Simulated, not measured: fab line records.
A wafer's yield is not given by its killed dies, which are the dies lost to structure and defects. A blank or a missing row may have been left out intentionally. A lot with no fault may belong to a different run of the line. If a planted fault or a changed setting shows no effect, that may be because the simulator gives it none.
Struck lot and sound lot, side by side -- flow nand-harc -- 13 steps out of a route of 1302
Sound: the wafers L470.3, L470.4, L470.6. Wafers L476.1, L476.2, L476.4 were the ones struck. The cause is named last.
At each step with rows: each side's tool, then ch and its chambers, then its first start. Under that, the readings that differ: sound wafers -- struck wafers -- difference of the means -- sigmas: that difference in standard deviations of wafers without a fault.
alike: same words and numbers on both sides, and readings whose means sit less than 2 such deviations apart. not compared: any withheld reading, any reading some wafer has no value for, any bound like >300 that may hide the same value, and any number with overlapping values for which the record gives no deviation.
The two part at a step that has a row with sigmas, a row that says differs or no value, or rows on one side only. Non-overlapping numbers with no deviation appear without sigmas and do not part them. A reading that every wafer of one side lacks parts them only if that side has two wafers or more.

first, 1 step without rows for these wafers: NHARC_THIN_TSV_SRD_23.
NHARC_THIN_TSV_DEGAS_53: time 60 s.
  sound: pvd-sputter-01 at day 25 11:19; struck: pvd-sputter-03 at day 27 18:20
  alike: heater-power-w
NHARC_THIN_TSV_PRE_CLEAN_54: time 30 s.
  sound: pvd-sputter-01 at day 25 11:23; struck: pvd-sputter-03 at day 27 18:25
  alike: heater-power-w
then, 9 steps without rows for these wafers: NHARC_THIN_TSV_PVD_55 (deposits TiN, target thk 50 nm); NHARC_THIN_TSV_PVD_24 (deposits Al, target thk 800 nm); NHARC_THIN_TSV_DEHYDRATE_25 (time 120 s); NHARC_THIN_TSV_HMDS_26 (time 30 s); NHARC_THIN_TSV_COAT_27; NHARC_THIN_TSV_SOFTBAKE_28 (time 95 s); NHARC_THIN_TSV_EBR_29; NHARC_THIN_TSV_EXPOSE_30 (exposes mask PAD); NHARC_THIN_TSV_PEB_31 (peb time 85 s).
NHARC_THIN_TSV_DEVELOP_32: time 70 s.
  sound on litho-track-05 ch 0, day 25 12:00; struck on litho-track-05, day 27 19:00
  no value came back on the struck wafers for chill-plate-temp-C (C), exhaust-pa (Pa); on the sound wafers chill-plate-temp-C (C) reads 22.97 22.94 22.93

WHERE THEY PART
Only at NHARC_THIN_TSV_DEVELOP_32, as far as this record shows.

WHY: what the simulator had put in
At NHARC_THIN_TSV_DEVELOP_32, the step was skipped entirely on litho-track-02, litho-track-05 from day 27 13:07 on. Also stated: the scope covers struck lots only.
